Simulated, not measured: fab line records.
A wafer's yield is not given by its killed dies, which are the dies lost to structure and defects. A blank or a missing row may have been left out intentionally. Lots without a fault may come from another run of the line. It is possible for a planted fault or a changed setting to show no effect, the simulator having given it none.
Chamber matching | flow n5-finfet | pecvd-03 running N5_BEOL_M14_DEP_53: 3 sister chambers
The step deposits SiCN from 3MS/NH3, target thk 50 nm, time 17.8 s. 6 wafers are shown with their chamber, then 12 later ones without.

## EACH WAFER AND ITS CHAMBER
wafer  | chamber | throttle-valve-pct (%) | showerhead-plenum-p-Torr (Torr)
L084.5 | 2       | 17.8                   | 4.137
L087.6 | 2       | 17.9                   | 4.130
L088.5 | 0       | 18.7                   | 4.131
L090.1 | 1       | 20.5                   | 4.154
L090.5 | 0       | 18.6                   | 4.136
L090.6 | 1       | 20.1                   | 4.152

## WAFERS WITHOUT THEIR CHAMBER
wafer  | throttle-valve-pct (%) | showerhead-plenum-p-Torr (Torr)
L089.1 | 18.3                   | 4.139
L089.2 | 18.0                   | 4.132
L089.6 | 18.6                   | 4.127
L091.1 | 18.7                   | 4.132
L091.5 | 18.2                   | 4.118
L091.6 | 19.0                   | 4.127
L094.2 | 18.4                   | 4.125
L094.4 | 20.3                   | 4.149
L094.6 | 18.9                   | 4.144
L096.1 | 18.1                   | 4.123
L096.5 | 18.9                   | 4.123
L096.6 | 18.2                   | 4.134

## EACH ONE'S CHAMBER
wafer  | from the rows above     | in truth
L089.1 | can't be placed: 0 or 2 | 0
L089.2 | 2                       | 2
L089.6 | 0                       | 0
L091.1 | 0                       | 0
L091.5 | can't be placed: 2 or 0 | 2
L091.6 | 0                       | 0
L094.2 | can't be placed: 0 or 2 | 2
L094.4 | 1                       | 1
L094.6 | 0                       | 0
L096.1 | can't be placed: 2 or 0 | 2
L096.5 | 0                       | 0
L096.6 | can't be placed: 2 or 0 | 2
Correct placement for 7 of the 12. From these rows, 5 cannot be placed; in 5 the true chamber is one of the candidates. 0 placed wrongly.
How it was worked out, from the rows above alone: a wafer's distance from a chamber is the root of the sum, over the readings, of the square of ((its reading less the chamber's mean) divided by the reading's scatter). If the next closest chamber is less than 2 further off than the closest, the wafer can't be placed; otherwise it belongs to the closest. The mean given for a chamber averages the wafers shown for that chamber. The scatter: take each reading less its chamber's mean, square it, sum over the shown wafers, divide by the number of wafers less the number of chambers, and take the root.
